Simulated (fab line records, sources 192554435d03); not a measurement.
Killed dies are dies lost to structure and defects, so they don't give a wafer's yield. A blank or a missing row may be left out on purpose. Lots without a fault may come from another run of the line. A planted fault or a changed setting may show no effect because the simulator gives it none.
Split-lot experiment | flow n5_finfet | 7 lots, 21 wafers read, on a route of 1938 steps

THE SPLIT
At N5_FIN_SAQP_EXPOSE_13 (exposes mask FIN CORE, target cd 35.6 nm), the setting dose_mj was moved away from the recipe's 63.25 on 5 of the 21 wafers read, by -6.2% to +5.8%. The other wafers ran this setting at the recipe's value.

FROM THE SPLIT TO THE READING: what the file shows between them, 2 steps
- N5_FIN_SAQP_PEB_14: peb time 60 s
- N5_FIN_SAQP_DEVELOP_15: develop time 30 s

THE READING
cd_nm, in nm, at N5_FIN_SAQP_CD_MEAS_16 (target cd 35.6 nm). Fault-free wafers of this fab line usually give 35.4 nm, standard deviation 0.34 nm.

wafer  | tool, chamber at the split | dose_mj as run | against the recipe | cd_nm, nm | against lot-mates on the recipe
L074.2 | arfi_scanner-02, 0         | 63.25          | recipe             | 35.3      | -
L074.4 | arfi_scanner-02, 0         | 63.25          | recipe             | 35.8      | -
L074.6 | arfi_scanner-02, 0         | 66.95          | +5.8%              | 34.1      | -1.4
L080.2 | arfi_scanner-03, 0         | 60.64          | -4.1%              | 35.9      | +0.6
L080.5 | arfi_scanner-03, 0         | 63.25          | recipe             | 35.3      | -
L080.6 | arfi_scanner-03, 0         | 60.64          | -4.1%              | 36.4      | +1.1
L081.1 | arfi_scanner-02, 0         | 59.3           | -6.2%              | 37.3      | +2.2
L081.3 | arfi_scanner-02, 0         | 63.25          | recipe             | 35.5      | -
L081.5 | arfi_scanner-02, 0         | 63.25          | recipe             | 34.6      | -
L084.2 | arfi_scanner-03, 0         | 63.25          | recipe             | 35.7      | -
L084.3 | arfi_scanner-03, 0         | 63.25          | recipe             | 35.2      | -
L084.4 | arfi_scanner-03, 0         | 59.35          | -6.2%              | 37.1      | +1.6
L085.1 | arfi_scanner-03, 0         | 63.25          | recipe             | 36.0      | -
L085.2 | arfi_scanner-03, 0         | 63.25          | recipe             | 36.0      | -
L085.3 | arfi_scanner-03, 0         | 63.25          | recipe             | 35.8      | -
L089.1 | arfi_scanner-03, 0         | 63.25          | recipe             | 35.4      | -
L089.4 | arfi_scanner-03, 0         | 63.25          | recipe             | 35.5      | -
L089.6 | arfi_scanner-03, 0         | 63.25          | recipe             | 35.4      | -
L094.1 | arfi_scanner-02, 0         | 63.25          | recipe             | 34.9      | -
L094.2 | arfi_scanner-02, 0         | 63.25          | recipe             | 35.6      | -
L094.6 | arfi_scanner-02, 0         | 63.25          | recipe             | 35.1      | -

THE FIT
A straight line over all 21 wafers: cd_nm changes by -0.244 nm for each +1% of dose_mj; r = -0.87; the points scatter about the line by 0.37 nm.
The same after taking each lot's own level away (the mean of its wafers on the recipe; 21 wafers): -0.273 nm for each +1%; r = -0.93; scatter 0.29 nm.
On that fit, the largest move of dose_mj shifts the reading by 1.7 nm.
The lots' own levels span 35.05 to 35.93 nm, that is 2.6 times the standard deviation above.
So the lot-to-lot level changes the slope: the two fits differ.
Check: with one of the wafers moved furthest among these (-6.2%) left out of the fit, the line predicts +1.5 nm for it against its lot-mates. It came out at +2.25 nm against them.

OTHER SPLITS ON THESE WAFERS
These wafers also went through other splits before the reading. Each is held against what the fit with the lots' levels taken away leaves over:
other split on the same wafers | wafers away from the commonest value | r with cd_nm (lot level and that fit taken away)
N5_WELL_APT_COAT_02 spin_rpm   | 8                                    | -0.04
N5_WELL_APT_EXPOSE_22 dose_mj  | 7                                    | +0.49
N5_WELL_APT_PEB_23 peb_temp_c  | 6                                    | -0.21

THE FILE'S OWN FIT
cd_nm changes by -0.288 nm for each +1% of dose_mj, r = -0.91.
